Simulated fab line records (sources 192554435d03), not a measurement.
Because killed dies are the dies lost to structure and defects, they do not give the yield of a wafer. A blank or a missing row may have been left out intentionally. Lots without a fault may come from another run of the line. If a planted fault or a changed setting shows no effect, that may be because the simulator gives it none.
fab line records + flow n5Finfet
record
- lots=10
- wafers=30
- lastDay=18
route steps=1938 shown BEOL_M13@1691 BEOL_M14@1722
lots untouched by any fault: they come from a run of this same line in which no faults occurred
startH: the number of hours between the record's first day and the start of the first shown wafer of the lot + waitH: how many hours have passed since the lot's step before this one + " repeats the value in the row above + L1.1+2: several wafers, shown together as one row + - value missing, or start not given + * or withheld: withheld + < > ~ a bound
route shown NAME@n: NAME is a module with steps in the file, n the number in the route of the first one + usual: mean/standard deviation taken from wafers without a fault + same: alike in all rows + chamber/n: place in a boat + sites: the reading at each site + _std_site: the standard deviation of these + _edge_site: outer sites' mean less inner sites' + radiusMm: for every site, how far away it sits from the centre of the wafer + mask NAME#n: copy n + behind: tool/chamber where the wafer was last shaped + hold: what put the lot on hold/how long, in hours/how the hold closed + device: names the non-switching transistor (n, p or np) + end of line: at the end of the route, the tests of the same wafers + a step without rows: its recipe alone + killed: count of dies lost to structure and defects at first sort (not the wafer's yield) + map: per-die view of a wafer (x killed, . not killed, _ where there is no die)
set.NAME: the setting that was run; set.NAME@STEP: the one run at that earlier step + model.NAME: the simulator's own value behind a step, which no gauge read
the route's steps for a sample of lots (tables are steps, rows are wafers)
services: from which hour (startH, from the record's first day; less than 0 if before it) a tool's chamber was out of use, for how many hours, and why
## steps
# step N5_BEOL_M13_INSPECT_30
# recipe
- mode=adi
- inspectInstrument=macro
# usual
- rawDefectCount=2.2/1.4
| lot.wafer | tool             | chamber | startH | waitH | rawDefectCount |
|-----------|------------------|---------|--------|-------|----------------|
| L880.2    | defectInspect-01 | -       | 246.84 | 0.0   | 2              |
| L880.5    | "                | -       | "      | "     | 1              |
| L880.6    | "                | -       | "      | "     | 3              |
| L879.1    | defectInspect-02 | -       | 247.47 | 0.0   | 3              |
| L879.3    | "                | -       | "      | "     | 2              |
| L879.5    | "                | -       | "      | "     | 1              |
| L883.1    | defectInspect-02 | -       | 271.28 | 0.0   | 4              |
| L883.2    | "                | -       | "      | "     | 2              |
| L883.5    | "                | -       | "      | "     | 3              |
| L884.1    | defectInspect-01 | -       | 278.86 | 0.0   | 2              |
| L884.4    | "                | -       | "      | "     | 2              |
| L884.5    | "                | -       | "      | "     | 3              |
| L886.1    | defectInspect-01 | -       | 300.96 | 0.0   | 3              |
| L886.2    | "                | -       | "      | "     | 2              |
| L886.4    | "                | -       | "      | "     | 0              |
| L893.2    | defectInspect-01 | -       | 348.58 | 0.0   | 1              |
| L893.4    | "                | -       | "      | "     | 3              |
| L893.5    | "                | -       | "      | "     | 2              |
| L895.3    | defectInspect-01 | -       | 352.30 | 0.0   | 2              |
| L895.5    | "                | -       | "      | "     | 2              |
| L895.6    | "                | -       | "      | "     | 3              |
| L894.1    | defectInspect-01 | -       | 352.63 | 0.0   | 3              |
| L894.3    | "                | -       | "      | "     | 7              |
| L894.5    | "                | -       | "      | "     | 2              |
| L898.3    | defectInspect-01 | -       | 389.03 | 0.0   | 1              |
| L898.5    | "                | -       | "      | "     | 4              |
| L898.6    | "                | -       | "      | "     | 2              |
| L901.1    | defectInspect-02 | -       | 389.74 | 0.0   | 4              |
| L901.3    | "                | -       | "      | "     | 2              |
| L901.6    | "                | -       | "      | "     | 2              |
# step N5_BEOL_M13_DESCUM_33
# recipe
- chemistry=O2
- timeS=7.9
- sourcePowerW=50
- biasPowerW=20
- pressureMtorr=20
- rfFrequencyHz=2.712e+07
- tempC=40
- o2FlowSccm=225
# usual
- drypumpMotorCurrentA=5.7/0.59
- oesProductAu=0.82/0.089
- rfVppV=243.2/1.3
- showerheadPlenumPTorr=2.10/0.062
- throttleValvePct=20.36/0.22
| lot.wafer | tool       | chamber | startH | waitH | drypumpMotorCurrentA | oesProductAu | rfHoursCounterH | rfVppV | showerheadPlenumPTorr | throttleValvePct |
|-----------|------------|---------|--------|-------|----------------------|--------------|-----------------|--------|-----------------------|------------------|
| L880.2    | rieDiel-03 | 1       | 247.23 | 0.4   | 5.7                  | 0.87         | 45              | 244.6  | 2.13                  | 20.24            |
| L880.5    | "          | 3       | "      | "     | 5.4                  | 0.69         | -               | 244.8  | 2.18                  | 20.79            |
| L880.6    | "          | 2       | "      | "     | 6.6                  | 0.98         | -               | 243.2  | 2.07                  | 20.38            |
| L879.1    | rieDiel-01 | 3       | 247.97 | 0.5   | 5.9                  | 0.72         | 209             | 242.1  | 2.01                  | 20.73            |
| L879.3    | "          | 1       | "      | "     | 4.8                  | 0.69         | 216             | 244.5  | 2.14                  | 20.35            |
| L879.5    | "          | 3       | "      | "     | 5.9                  | 0.73         | -               | 241.9  | 2.01                  | 20.74            |
| L883.1    | rieDiel-06 | 3       | 271.31 | 0.0   | 5.7                  | 0.77         | 129             | 245.5  | 2.19                  | 20.35            |
| L883.2    | "          | 2       | "      | "     | 5.0                  | 0.87         | 59              | 241.0  | 2.04                  | 20.00            |
| L883.5    | "          | 3       | "      | "     | 5.7                  | 0.78         | -               | 245.2  | 2.19                  | 20.35            |
| L884.1    | rieDiel-03 | 0       | 278.89 | 0.0   | 6.5                  | 0.93         | 25              | 242.8  | 2.15                  | 20.10            |
| L884.4    | "          | 1       | "      | "     | 5.7                  | 0.86         | 54              | 242.9  | 2.13                  | 20.24            |
| L884.5    | "          | 2       | "      | "     | 6.6                  | 0.93         | -               | 241.7  | 2.07                  | 20.37            |
| L886.1    | rieDiel-06 | 0       | 300.99 | 0.0   | 6.2                  | 0.72         | 201             | 241.7  | 1.99                  | 20.64            |
| L886.2    | "          | 1       | "      | "     | 5.1                  | 0.70         | 245             | 242.6  | 2.07                  | 20.53            |
| L886.4    | "          | 2       | "      | "     | 5.0                  | 0.85         | 67              | 241.8  | 2.04                  | 20.02            |
| L893.2    | rieDiel-03 | 0       | 348.79 | 0.2   | 6.5                  | 0.89         | 48              | 243.7  | 2.14                  | 20.14            |
| L893.4    | "          | 1       | "      | "     | 5.7                  | 0.84         | 73              | 244.3  | 2.12                  | 20.28            |
| L893.5    | "          | 1       | "      | "     | 5.6                  | 0.84         | -               | 243.7  | 2.12                  | 20.29            |
| L895.3    | rieDiel-01 | 1       | 352.33 | 0.0   | 4.8                  | 0.68         | 246             | 244.8  | 2.13                  | 20.40            |
| L895.5    | "          | 1       | "      | "     | 4.9                  | 0.68         | -               | 244.3  | 2.13                  | 20.40            |
| L895.6    | "          | 2       | "      | "     | 6.0                  | 0.75         | -               | 243.7  | 2.08                  | 20.36            |
| L894.1    | rieDiel-03 | 3       | 352.66 | 0.0   | 5.4                  | 0.94         | 9               | 243.4  | 2.17                  | 20.50            |
| L894.3    | "          | 1       | "      | "     | 5.7                  | 0.84         | 75              | 244.7  | 2.12                  | 20.30            |
| L894.5    | "          | 1       | "      | "     | 5.7                  | 0.83         | -               | 243.6  | 2.12                  | 20.29            |
| L898.3    | rieDiel-03 | 0       | 389.14 | 0.1   | 6.5                  | 0.87         | 58              | 244.1  | 2.14                  | 20.15            |
| L898.5    | "          | 0       | "      | "     | 6.5                  | 0.86         | -               | 243.9  | 2.14                  | 20.16            |
| L898.6    | "          | 3       | "      | "     | 5.4                  | 0.91         | -               | 244.6  | 2.16                  | 20.52            |
| L901.1    | rieDiel-06 | 1       | 389.85 | 0.1   | 5.0                  | 0.93         | 15              | 242.0  | 2.06                  | 20.17            |
| L901.3    | "          | 3       | "      | "     | 5.7                  | 0.74         | 168             | 244.5  | 2.17                  | 20.40            |
| L901.6    | "          | 1       | "      | "     | 5.1                  | 0.92         | -               | 243.3  | 2.06                  | 20.18            |
# step N5_BEOL_M13_STRIP_37
# recipe
- chemistry=N2/H2
- powerW=1000
- tempC=250
- h2Frac=0.65
- overashFraction=0.3
- pressureMtorr=withheld
- n2FlowSccm=1750
- h2FlowSccm=3250
# usual
- drypumpMotorCurrentA=5.9/0.51
- heaterPowerW=376/44
- oesProductAu=0.784/0.01
| lot.wafer | tool           | chamber | startH | waitH | drypumpMotorCurrentA | heaterPowerW | oesProductAu | rfHoursCounterH |
|-----------|----------------|---------|--------|-------|----------------------|--------------|--------------|-----------------|
| L880.2    | plasmaAsher-02 | 1       | 247.85 | 0.0   | 6.4                  | 422          | 0.787        | 68              |
| L880.5    | "              | 0       | "      | "     | 5.7                  | 394          | 0.802        | -               |
| L880.6    | "              | 1       | "      | "     | 6.3                  | 421          | 0.786        | -               |
| L879.1    | plasmaAsher-01 | 0       | 248.59 | 0.0   | 6.2                  | 337          | 0.802        | 129             |
| L879.3    | "              | 0       | "      | "     | 6.2                  | 340          | 0.788        | -               |
| L879.5    | "              | 1       | "      | "     | 4.9                  | 305          | 0.777        | -               |
| L883.1    | plasmaAsher-02 | 1       | 271.93 | 0.0   | 6.3                  | 427          | 0.795        | 73              |
| L883.2    | "              | 0       | "      | "     | 5.7                  | 392          | 0.776        | 73              |
| L883.5    | "              | 1       | "      | "     | 6.4                  | 423          | 0.779        | -               |
| L884.1    | plasmaAsher-02 | 0       | 279.70 | 0.2   | 5.7                  | 398          | 0.798        | 75              |
| L884.4    | "              | 1       | "      | "     | 6.4                  | 414          | 0.785        | -               |
| L884.5    | "              | 1       | "      | "     | 6.4                  | 416          | 0.772        | -               |
| L886.1    | plasmaAsher-01 | 0       | 301.61 | 0.0   | 6.2                  | 333          | 0.774        | 139             |
| L886.2    | "              | 1       | "      | "     | 4.9                  | 314          | 0.786        | 139             |
| L886.4    | "              | 0       | "      | "     | 6.2                  | 331          | 0.790        | -               |
| L893.2    | plasmaAsher-02 | 1       | 349.41 | 0.0   | 6.3                  | 424          | 0.781        | 87              |
| L893.4    | "              | 1       | "      | "     | 6.4                  | 427          | 0.792        | -               |
| L893.5    | "              | 1       | "      | "     | 6.4                  | 424          | 0.778        | -               |
| L895.3    | plasmaAsher-01 | 1       | 352.98 | 0.1   | 4.9                  | 302          | 0.789        | -               |
| L895.5    | "              | 0       | "      | "     | 6.2                  | 338          | 0.780        | -               |
| L895.6    | "              | 1       | "      | "     | 5.0                  | 308          | 0.770        | -               |
| L894.1    | plasmaAsher-02 | 0       | 353.28 | 0.0   | 5.7                  | 399          | 0.781        | 88              |
| L894.3    | "              | 1       | "      | "     | 6.3                  | 420          | 0.766        | -               |
| L894.5    | "              | 1       | "      | "     | 6.4                  | 419          | 0.786        | -               |
| L898.3    | plasmaAsher-01 | 1       | 389.77 | 0.1   | 5.0                  | 321          | 0.780        | -               |
| L898.5    | "              | 0       | "      | "     | 6.2                  | 347          | 0.788        | -               |
| L898.6    | "              | 1       | "      | "     | 5.0                  | 308          | 0.781        | -               |
| L901.1    | plasmaAsher-01 | 0       | 390.47 | 0.0   | 6.2                  | 338          | 0.781        | 156             |
| L901.3    | "              | 1       | "      | "     | 5.0                  | 314          | 0.791        | -               |
| L901.6    | "              | 1       | "      | "     | 5.0                  | 309          | 0.777        | -               |
# step N5_BEOL_M14_EXPOSE_07
# recipe
- maskId=V13
- na=0.8
- sourceShape=annular
- sigmaInner=0.5
- sigmaOuter=0.8
- polarization=unpolarized
- attpsmPhaseDeg=180
- doseMj=57
# usual
- focusOffsetNm=-0.1/0.51
| lot.wafer | tool          | chamber | startH | waitH | mask  | focusOffsetNm |
|-----------|---------------|---------|--------|-------|-------|---------------|
| L880.2    | krfScanner-01 | 0       | 253.20 | -     | V13#0 | 1.1           |
| L880.5    | "             | 0       | "      | "     | V13#0 | 1.2           |
| L880.6    | "             | 0       | "      | "     | V13#0 | 0.8           |
| L879.1    | krfScanner-02 | 0       | 255.06 | -     | V13#0 | 0.3           |
| L879.3    | "             | 0       | "      | "     | V13#0 | -0.5          |
| L879.5    | "             | 0       | "      | "     | V13#0 | -0.1          |
| L883.1    | krfScanner-02 | 0       | 276.21 | -     | V13#0 | -0.4          |
| L883.2    | "             | 0       | "      | "     | V13#0 | 0.2           |
| L883.5    | "             | 0       | "      | "     | V13#0 | -1.5          |
| L884.1    | krfScanner-02 | 0       | 282.60 | -     | V13#0 | -0.7          |
| L884.4    | "             | 0       | "      | "     | V13#0 | 0.3           |
| L884.5    | "             | 0       | "      | "     | V13#0 | -0.3          |
| L886.1    | krfScanner-02 | 0       | 305.54 | -     | V13#0 | -0.4          |
| L886.2    | "             | 0       | "      | "     | V13#0 | 0.1           |
| L886.4    | "             | 0       | "      | "     | V13#0 | -0.7          |
| L893.2    | krfScanner-02 | 0       | 354.29 | -     | V13#0 | -0.5          |
| L893.4    | "             | 0       | "      | "     | V13#0 | 0.0           |
| L893.5    | "             | 0       | "      | "     | V13#0 | -0.2          |
| L895.3    | krfScanner-02 | 0       | 354.92 | -     | V13#0 | 0.1           |
| L895.5    | "             | 0       | "      | "     | V13#0 | -0.4          |
| L895.6    | "             | 0       | "      | "     | V13#0 | 0.1           |
| L894.1    | krfScanner-02 | 0       | 357.85 | -     | V13#0 | -0.5          |
| L894.3    | "             | 0       | "      | "     | V13#0 | -0.8          |
| L894.5    | "             | 0       | "      | "     | V13#0 | -0.1          |
| L898.3    | krfScanner-01 | 0       | 394.08 | -     | V13#0 | 0.5           |
| L898.5    | "             | 0       | "      | "     | V13#0 | -0.7          |
| L898.6    | "             | 0       | "      | "     | V13#0 | 0.3           |
| L901.1    | krfScanner-01 | 0       | 396.27 | -     | V13#0 | -0.6          |
| L901.3    | "             | 0       | "      | "     | V13#0 | 0.0           |
| L901.6    | "             | 0       | "      | "     | V13#0 | -0.2          |
# step N5_BEOL_M14_OVL_MEAS_11
# recipe
- pointsPerWafer=44
# usual
- V13_OVL=-2/5.2
| lot.wafer | tool       | chamber | startH | waitH | V13_OVL[nm] |
|-----------|------------|---------|--------|-------|-------------|
| L880.2    | overlay-02 | 0       | 253.40 | 0.0   | 1           |
| L880.5    | "          | 0       | "      | "     | -2          |
| L880.6    | "          | 0       | "      | "     | -2          |
| L879.1    | overlay-01 | 0       | 255.27 | 0.0   | 0           |
| L879.3    | "          | 0       | "      | "     | -10         |
| L879.5    | "          | 0       | "      | "     | -10         |
| L883.1    | overlay-02 | 0       | 276.42 | 0.0   | -1          |
| L883.2    | "          | 0       | "      | "     | 5           |
| L883.5    | "          | 0       | "      | "     | 7           |
| L884.1    | overlay-01 | 0       | 282.80 | 0.0   | -7          |
| L884.4    | "          | 0       | "      | "     | -9          |
| L884.5    | "          | 0       | "      | "     | -8          |
| L886.1    | overlay-02 | 0       | 305.75 | 0.0   | -1          |
| L886.2    | "          | 0       | "      | "     | 1           |
| L886.4    | "          | 0       | "      | "     | -5          |
| L893.2    | overlay-02 | 0       | 354.49 | 0.0   | 51          |
| L893.4    | "          | 0       | "      | "     | 46          |
| L893.5    | "          | 0       | "      | "     | 45          |
| L895.3    | overlay-02 | 0       | 355.12 | 0.0   | 44          |
| L895.5    | "          | 0       | "      | "     | 46          |
| L895.6    | "          | 0       | "      | "     | 47          |
| L894.1    | overlay-02 | 0       | 358.06 | 0.0   | 46          |
| L894.3    | "          | 0       | "      | "     | 50          |
| L894.5    | "          | 0       | "      | "     | 41          |
| L898.3    | overlay-02 | 0       | 394.27 | 0.0   | -1          |
| L898.5    | "          | 0       | "      | "     | 1           |
| L898.6    | "          | 0       | "      | "     | -6          |
| L901.1    | overlay-01 | 0       | 396.48 | 0.0   | -6          |
| L901.3    | "          | 0       | "      | "     | -4          |
| L901.6    | "          | 0       | "      | "     | -5          |
## services
| tool           | chamber | startH | hours | kind                        |
|----------------|---------|--------|-------|-----------------------------|
| rieDiel-01     | 1       | 226.18 | 3.6   | repair                      |
| plasmaAsher-02 | -       | 240.80 | 0.9   | repair                      |
| rieDiel-01     | 0       | 241.59 | 12.8  | repair                      |
| plasmaAsher-01 | -       | 245.98 | 1.4   | repair                      |
| rieDiel-03     | 2       | 266.47 | 4.2   | repair                      |
| krfScanner-02  | -       | 269.94 | 0.8   | pm                          |
| krfScanner-01  | -       | 271.68 | 1.3   | pm                          |
| plasmaAsher-01 | -       | 279.24 | 0.7   | repair                      |
| krfScanner-02  | -       | 286.72 | 1.3   | pm                          |
| rieDiel-06     | 1       | 290.13 | 8.6   | repair                      |
| rieDiel-01     | -       | 294.76 | 1.2   | repair                      |
| rieDiel-03     | 3       | 303.82 | -     | clean                       |
| rieDiel-03     | 3       | 303.82 | -     | consumableReplace:focusRing |
| rieDiel-03     | 3       | 303.82 | 16.7  | scheduledDown               |
| rieDiel-03     | 3       | 303.82 | 16.7  | ventCycle                   |
| krfScanner-02  | 0       | 312.14 | -     | calibration                 |
| krfScanner-02  | -       | 318.40 | 1.0   | pm                          |
| krfScanner-01  | -       | 329.55 | 0.8   | pm                          |
| krfScanner-01  | -       | 346.34 | 1.0   | pm                          |
| krfScanner-01  | -       | 354.82 | 3.0   | pm                          |
| rieDiel-03     | -       | 357.61 | 13.2  | repair                      |
| rieDiel-06     | -       | 363.75 | 0.3   | repair                      |
| krfScanner-01  | -       | 375.20 | 4.0   | pm                          |
| krfScanner-01  | -       | 384.02 | 4.5   | repair                      |
## key
firstSign
- step=N5_BEOL_M14_OVL_MEAS_11
- reading=V13_OVL
- direction=up
- sigmas=9.4
- usual=-2
- struck=46
effect none on later readings
metAt N5_BEOL_M14_EXPOSE_07
struckLots L893,L894,L895
notActingAt N5_BEOL_M13_INSPECT_30,N5_BEOL_M13_DESCUM_33,N5_BEOL_M13_STRIP_37
onsetBetween 305.54 354.29
fault
- kind=scannerMatchingOverlay
- tool=krfScanner-02
- chamber=-
- onsetH=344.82
- steps=N5_BEOL_M14_EXPOSE_07
- offset=46.675
